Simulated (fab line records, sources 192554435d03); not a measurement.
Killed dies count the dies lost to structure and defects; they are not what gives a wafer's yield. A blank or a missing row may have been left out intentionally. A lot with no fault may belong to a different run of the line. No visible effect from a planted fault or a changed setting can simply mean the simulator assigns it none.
Problem report, 8D (eight disciplines) form, completed by code || flow n5_finfet || the parts of the form that need people (team, actions taken, sign-off) are left out

## 1. THE ISSUE
trench_depth_nm at N5_BEOL_M12_OCD_MEAS_35 reads a mean of 239 nm on 1 wafer of 1 lot; wafers without a fault read 319 nm with a standard deviation of 4.9. Relative to the usual mean, that is a shift of -16 standard deviations.
The first sign was on wafer L597.2 at day 16 14:19, on ocd-02. The record holds 21 wafers of 7 lots with a number at this step. The rule behind "out" and "out of limits": a value lying over 4 standard deviations away from the usual mean. All remaining wafers that have a number are taken as sound.

## 2. WHAT IT IS; WHAT IT IS NOT
{"question": "which readings at this step", "is": "trench_depth_nm", "is not": "-"}
{"question": "which lots", "is": "L597", "is not": "L575, L580, L585, L586, L589, L592"}
{"question": "which wafers of those lots", "is": "L597.2", "is not": "L597.5, L597.6"}
{"question": "read on which gauges", "is": "ocd-02", "is not": "ocd-01"}
{"question": "when", "is": "from day 16 14:19", "is not": "up to then (20 sound wafers)"}

## 3. WHAT RULES OUT EACH SUSPECT
Counting: if a tool at a process step up to the reading ran every lot that is out, it stays a suspect. Sound lots after the first of them don't rule it out here, since some wafers of a struck lot are sound.
- ruled out: the gauge at N5_BEOL_M12_OCD_MEAS_35. All the wafers that are out were read on ocd-02, but those of them that N5_BEOL_M12_THK_MEAS_50 has rows for are out there too, on other tools.
- rie_diel-02 at N5_BEOL_M12_TRENCH_ETCH_34 (etches SiOC in C4F8/O2/Ar, target depth 318.95 nm, time 125.5 s): kept. It ran the lot that is out, L597 (day 16 14:10); its last sound lot up to then is L589 (day 14 09:11).
- rie_diel-02, N5_BEOL_M12_TRENCH_ETCH_34: wafers that are out in chamber 1, sound lot-mates in chambers 2, 3.
Remaining after the count: rie_diel-02 at N5_BEOL_M12_TRENCH_ETCH_34.

## 4. THE CAUSE (what the simulator had put in)
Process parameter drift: rie_diel-02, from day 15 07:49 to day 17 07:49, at N5_BEOL_M12_TRENCH_ETCH_34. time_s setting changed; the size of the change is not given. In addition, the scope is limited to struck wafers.
Only this tool survived the counting.

## 5. THE EFFECT CHAIN, in route order
Rows list readings where the struck wafers' mean (over those with a number) sits beyond 3 standard deviations from the usual. Only readings whose record carries a usual standard deviation are examined. hours: median over the lots of the time between each lot's start at the first step of this table that gives one and its start at this step. sigmas: the change, counted in usual standard deviations.
{"hours": 0, "step": "N5_BEOL_M12_OCD_MEAS_35", "reading": "trench_depth_nm", "usual": "319 nm", "on struck wafers": 239, "change": -80, "sigmas": -16}
{"hours": 2, "step": "N5_BEOL_M12_THK_MEAS_50", "reading": "M12_THK", "usual": "318 nm", "on struck wafers": 234, "change": -84, "sigmas": -14}
{"hours": 2, "step": "N5_BEOL_M12_RS_MEAS_54", "reading": "M12_RS", "usual": "0.0599 ohm/sq", "on struck wafers": 0.0813, "change": "+0.0214", "sigmas": "+22"}
{"hours": 23, "step": "N5_BEOL_M15_RC_MEAS_101", "reading": "SERP_M12", "usual": "0.636 ohm/um", "on struck wafers": 0.845, "change": "+0.209", "sigmas": "+12"}
{"hours": 23, "step": "N5_BEOL_M15_RC_MEAS_101", "reading": "SERP_M12_max_site", "usual": "0.648 ohm/um", "on struck wafers": 0.848, "change": "+0.200", "sigmas": "+11"}

## 6. WHAT WOULD HAVE CAUGHT IT SOONER
The first out-of-limits reading at a measuring or inspecting step in this record came at day 16 14:19, 30 hours after the fault's start at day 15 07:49.
An alarm limit of 4 standard deviations would not have fired on the tool readings at N5_BEOL_M12_TRENCH_ETCH_34 for which the record gives a usual standard deviation, since none of them was out on any struck wafer.
By day 16 14:19 the whole set of lots that are out, 1 in number, had already begun N5_BEOL_M12_TRENCH_ETCH_34 on rie_diel-02. None of them would have been spared by holding the tool at that moment.
